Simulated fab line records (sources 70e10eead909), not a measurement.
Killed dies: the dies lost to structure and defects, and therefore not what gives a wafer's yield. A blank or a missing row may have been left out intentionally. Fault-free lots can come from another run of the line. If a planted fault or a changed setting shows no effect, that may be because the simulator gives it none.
Which tool is to blame?	flow nandHarc	Sampling: 13 lots, 39 wafers, 5 of 1159 route steps

WHAT THE GAUGES READ, wafer by wafer
NHARC_THIN_TSV_THK_MEAS_02: measures by ir. Usual: 3012 nm for thkNm, sd 180.
lot	measured	on	thkNm (nm)	flag
L418	day 18 19:38	filmMetro-01	3130 3537 3320	
L419	day 19 00:02	filmMetro-02	3117 2978 3144	
L422	day 23 02:48	filmMetro-02	3035 3167 2995	
L421	day 23 04:02	filmMetro-01	3026 2807 2980	
L423	day 23 05:14	filmMetro-01	2841 3291 3136	
L430	day 23 14:49	filmMetro-01	3144 2939 3155	
L433	day 23 16:01	filmMetro-02	3017 3326 3071	
L434	day 23 19:38	filmMetro-01	2751 2735 2920	
L438	day 23 20:49	filmMetro-01	3339 3364 3177	
L439	day 24 05:37	filmMetro-02	2663 2776 3002	
L436	day 24 06:49	filmMetro-01	2992 2702 2892	
L440	day 24 15:15	filmMetro-02	2652 2785 3008	
L441	day 24 17:46	filmMetro-01	3070 2880 3205	

NHARC_THIN_TSV_CD_MEAS_12 targets a cd of 1000 nm. Usual: 1000.0 nm for cdNm, sd 2.6.
lot	measured	on	cdNm (nm)	flag
L418	day 18 20:41	cdSem-03	1002.7 997.9 1001.4	
L419	day 19 01:06	cdSem-02	1001.4 997.2 996.0	
L422	day 23 03:44	cdSem-03	1000.3 1000.9 1005.1	
L421	day 23 05:05	cdSem-01	997.9 997.4 997.5	
L423	day 23 06:17	cdSem-02	998.2 999.9 1005.0	
L430	day 23 15:53	cdSem-02	1001.2 1005.6 1002.7	
L433	day 23 16:59	cdSem-02	1001.9 998.6 1000.0	
L434	day 23 20:46	cdSem-03	997.9 999.2 1003.9	
L438	day 23 21:53	cdSem-02	998.3 997.9 997.8	
L439	day 24 06:54	cdSem-01	996.9 1002.6 1001.2	
L436	day 24 07:44	cdSem-02	1000.8 997.4 1002.4	
L440	day 24 16:31	cdSem-02	998.4 1002.6 995.9	
L441	day 24 18:52	cdSem-01	1000.6 996.8 997.9	

NHARC_THIN_TSV_CD_MEAS_16. Usual: 1000.2 nm for cdNm, sd 2.7.
lot	measured	on	cdNm (nm)	flag
L418	day 18 21:39	cdSem-03	1000.9 998.3 1002.4	
L419	day 19 02:03	cdSem-02	1000.6 996.0 994.1	
L422	day 23 04:43	cdSem-02	999.9 1001.0 1005.0	
L421	day 23 06:03	cdSem-02	996.5 997.1 998.0	
L423	day 23 07:16	cdSem-01	1000.6 1001.4 1005.3	
L430	day 23 16:51	cdSem-02	1000.8 1005.2 1003.5	
L433	day 23 17:59	cdSem-02	1001.9 998.0 998.7	
L434	day 23 21:55	cdSem-03	998.6 999.2 1004.9	
L438	day 23 22:51	cdSem-03	998.6 999.2 999.8	
L439	day 24 07:51	cdSem-02	997.7 1001.7 1001.5	
L436	day 24 08:42	cdSem-01	1000.0 996.3 1002.6	
L440	day 24 17:28	cdSem-03	999.4 1004.5 996.2	
L441	day 24 19:50	cdSem-03	1000.8 997.6 997.7	

NHARC_END_SORT_01. Usual: defectLimitedYield 95.4 %, standard deviation 1.7; killedAtArray 27, standard deviation 12; killedAtOther 0.9, standard deviation 1.1; killedAtPeriphery 3.2, standard deviation 2.4; killedDies 31, standard deviation 12; killedOpen 3.3, standard deviation 1.7; killedShort 2.0, standard deviation 1.6; sort_bin_2_pct 1.5 %, standard deviation 0.74; sort_bin_3_pct 0.25 %, standard deviation 0.22; sort_bin_4_pct 2.9 %, standard deviation 1.1; sortNPass 646, standard deviation 12; sortRimYieldPct 97.2 %, standard deviation 1.8; sortYieldPct 95.4 %, standard deviation 1.7.
lot	measured	on	defectLimitedYield (%)	killedAtArray	killedAtOther	killedAtPeriphery	killedDies	killedOpen	killedShort	sort_bin_2_pct (%)	sort_bin_3_pct (%)	sort_bin_4_pct (%)	sortNPass	sortRimYieldPct (%)	sortYieldPct (%)	flag
L422	day 23 19:52	prober-01	0 0 0	18 19 14	657 657 662	2 1 1	677 677 677	3 0 0	1 1 2	97.9 97.6 97.9	0.30 0.15 0	1.8 2.2 2.1	0 0 0	0 0 0	0 0 0	OFF
L421	day 23 21:30	prober-02	0 0 0	19 19 21	652 656 653	6 2 3	677 677 677	4 3 6	6 2 3	96.9 97.8 98.1	0.15 0.30 0.30	3.0 1.9 1.6	0 0 0	0 0 0	0 0 0	OFF
L423	day 24 04:32	prober-02	0 0 0	9 10 15	667 665 661	1 2 1	677 677 677	4 0 5	2 1 3	99.1 98.8 98.1	0 0 0	0.9 1.2 1.9	0 0 0	0 0 0	0 0 0	OFF
L430	day 25 11:40	prober-02	96.2 97.3 96.0	21 15 22	0 0 2	5 3 3	26 18 27	6 5 5	2 0 2	0.6 0.4 1.5	0.59 0.15 0.44	2.7 2.1 2.1	651 659 650	97.2 99.1 97.2	96.2 97.3 96.0	
L433	day 25 18:42	prober-02	95.7 94.5 94.8	27 34 33	0 1 0	2 2 2	29 37 35	2 4 2	1 3 1	0.7 2.4 1.6	0.44 0.44 0.44	3.1 2.7 3.1	648 640 642	98.1 96.2 99.1	95.7 94.5 94.8	

TOOL THAT RAN EACH LOT (tool first, then ch and the chambers of the sampled wafers, then the start)
lot	NHARC_THIN_TSV_ETCHBACK_48
L418	rieDiel-10 ch 0,2, day 18 23:05
L419	rieDiel-01 ch 0,1,2, day 19 03:22
L422	rieDiel-01 ch 0,1,3, day 23 06:04
L421	rieDiel-08 ch 2,3, day 23 07:22
L423	rieDiel-01 ch 1,2,3, day 23 08:35
L430	rieDiel-01 ch 0,1,2, day 23 19:13
L433	rieDiel-08 ch 1,2,3, day 23 20:05
L434	rieDiel-10 ch 0,2, day 23 23:12
L438	rieDiel-08 ch 1,2, day 24 00:10
L439	rieDiel-01 ch 1,2,3, day 24 09:11
L436	rieDiel-01 ch 0,2, day 24 10:01
L440	rieDiel-01 ch 2,3, day 24 19:07
L441	rieDiel-10 ch 1,2, day 24 21:13
- NHARC_THIN_TSV_ETCHBACK_48: etches the open film in C4F8/Ar, target depth 1028.5 nm, time 405.17 s.

AS READ BY THE TOOLS THEMSELVES (means over the sampled wafers that have a number; for cases with no such wafer, the mark the record gives instead)
NHARC_THIN_TSV_ETCHBACK_48. Usual: biasW 300.0 W, standard deviation 0.97; chamberPressureMTorr 25.003 mTorr, standard deviation 0.022; oesProductAu 0.98 a.u., standard deviation 0.034; rfVppV 546 V, standard deviation 3.5.
lot	tool	biasW (W)	chamberPressureMTorr (mTorr)	oesProductAu (a.u.)	rfVppV (V)	flag
L418	rieDiel-10	301.0	24.978	0.91	544	
L419	rieDiel-01	300.6	25.033	1.00	548	
L422	rieDiel-01	-	-	-	-	OFF
L421	rieDiel-08	-	-	-	-	OFF
L423	rieDiel-01	-	-	-	-	OFF
L430	rieDiel-01	299.7	25.005	0.99	548	
L433	rieDiel-08	300.6	24.995	1.01	547	
L434	rieDiel-10	299.4	24.994	0.99	543	
L438	rieDiel-08	298.9	24.993	0.93	548	
L439	rieDiel-01	299.5	25.020	0.92	547	
L436	rieDiel-01	300.1	24.985	0.97	548	
L440	rieDiel-01	299.2	24.991	1.00	547	
L441	rieDiel-10	301.1	24.995	0.92	544	

THE ANSWER, worked out from the rows above alone
Rule: take the mean of a lot's wafers that have a number; if it is more than 3 standard deviations from the usual mean, the lot is off. Also off: a lot with no number at a reading for which 4 or more lots have one. Where the step has rows for the other lots, those lots are counted as sound. Order of review: gauges by route order, followed by the tools' own readings, for which a lot's mean as printed above is used. The first step at which some lot is off is used, and at that step the reading that is off furthest; a lot without a number counts as furthest.
Off, at NHARC_END_SORT_01 on killedAtOther: L422, L421, L423. Neither off nor sound, because the step has no rows for them: L418, L419, L434, L438, L439, L436, L440, L441.
A tool fits if, at a process step before that reading, it ran every lot that is off, and no sound lot after the first of them. The gauges at NHARC_END_SORT_01 aren't tried: what is off there is off at NHARC_THIN_TSV_ETCHBACK_48 too, on other tools, and a gauge's error can't cause that. Of those tried, none fits.

WHAT HAD BEEN PUT IN BY THE SIMULATOR
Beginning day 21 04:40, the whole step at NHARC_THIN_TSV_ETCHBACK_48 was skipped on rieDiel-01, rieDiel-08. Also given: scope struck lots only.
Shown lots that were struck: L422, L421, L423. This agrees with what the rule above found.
